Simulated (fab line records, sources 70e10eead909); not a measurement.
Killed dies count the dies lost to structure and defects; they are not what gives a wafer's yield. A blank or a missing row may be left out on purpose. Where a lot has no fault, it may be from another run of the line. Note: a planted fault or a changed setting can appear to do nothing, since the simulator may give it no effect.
Code-filled problem report in 8D (eight disciplines) form / flow nandHarc / the parts of the form that need people (team, actions taken, sign-off) are left out

1. THE PROBLEM
timeToEndpointS at NHARC_A_M0_CMP_23 reads a mean of 9.7 s on 3 wafers of 2 lots; wafers without a fault read 28.9 s with a standard deviation of 2.7. Measured from the usual mean, that is -7.1 standard deviations.
The step: polishes, t overpolish 20 s, target thk 113.75 nm.
First seen on wafer L131.1, day 21 17:50, on cmp-03. The record has a number at this step for 42 wafers belonging to 14 lots. By rule, "out" or "out of limits" means more than 4 standard deviations away from the usual mean. All remaining wafers that have a number are taken as sound.

2. WHAT THIS IS AND IS NOT
question=which readings at this step | is=timeToEndpointS | is not=motorCurrentA
question=which lots | is=L131, L132 | is not=L116, L117, L118, L119, L120, L121, L122, L123, L125, L126, L127, L129
question=which wafers of those lots | is=L131.1, L131.2, L132.2 | is not=L131.6, L132.5, L132.6
question=read on which tools | is=cmp-03 | is not=cmp-02, cmp-04
question=when | is=from day 21 17:50 | is not=up to then (37 sound wafers); but 2 sound wafers of L132 came after

3. SUSPECTS, AND WHAT RULES EACH OUT
Counting: if a tool at a process step up to the reading ran every lot that is out, it stays a suspect. Sound lots after the first of them don't rule it out here, since some wafers of a struck lot are sound.
- ecdCu-02 at NHARC_A_M0_ECD_22 (material Cu, target thk 400 nm): kept. Every lot that is out went through it, the first being L131 (day 21 17:04); the last sound lot it ran before that was L129 (day 20 23:56).
- cmp-03 at NHARC_A_M0_CMP_23 (polishes, t overpolish 20 s, target thk 113.75 nm): kept. Every lot that is out went through it, the first being L131 (day 21 17:50); the last sound lot it ran before that was L127 (day 19 22:14). On those wafers its own readings are out: timeToEndpointS.
Left after counting: ecdCu-02 at NHARC_A_M0_ECD_22, cmp-03 at NHARC_A_M0_CMP_23.

4. THE CAUSE (what the simulator had put in)
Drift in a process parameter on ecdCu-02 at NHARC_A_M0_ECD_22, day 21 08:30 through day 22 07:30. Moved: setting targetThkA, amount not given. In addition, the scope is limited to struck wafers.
This tool is one of the 2 suspects left after counting.

5. SEQUENCE OF EFFECTS, ordered by route
Each row: a reading where the mean over the struck wafers with a number is more than 3 standard deviations away from the usual. Only readings whose record carries a usual standard deviation are examined. hours: median over the lots of the time between each lot's start at the first step of this table that gives one and its start at this step. sigmas: the change, counted in usual standard deviations.
hours=0; step=NHARC_A_M0_CMP_23; reading=timeToEndpointS; usual=28.9 s; on struck wafers=9.7; change=-19.2; sigmas=-7.1
The process steps in it:
- NHARC_A_M0_CMP_23: polishes, t overpolish 20 s, target thk 113.75 nm.

6. HOW IT WOULD HAVE BEEN CAUGHT EARLIER
In this record no reading fell out of limits until day 21 17:50, 9 hours after the fault had begun at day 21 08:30.
Of the lots that are out (2), L132 began NHARC_A_M0_ECD_22 on ecdCu-02 after day 21 17:50. Had the tool been put on hold then, it would have been spared.
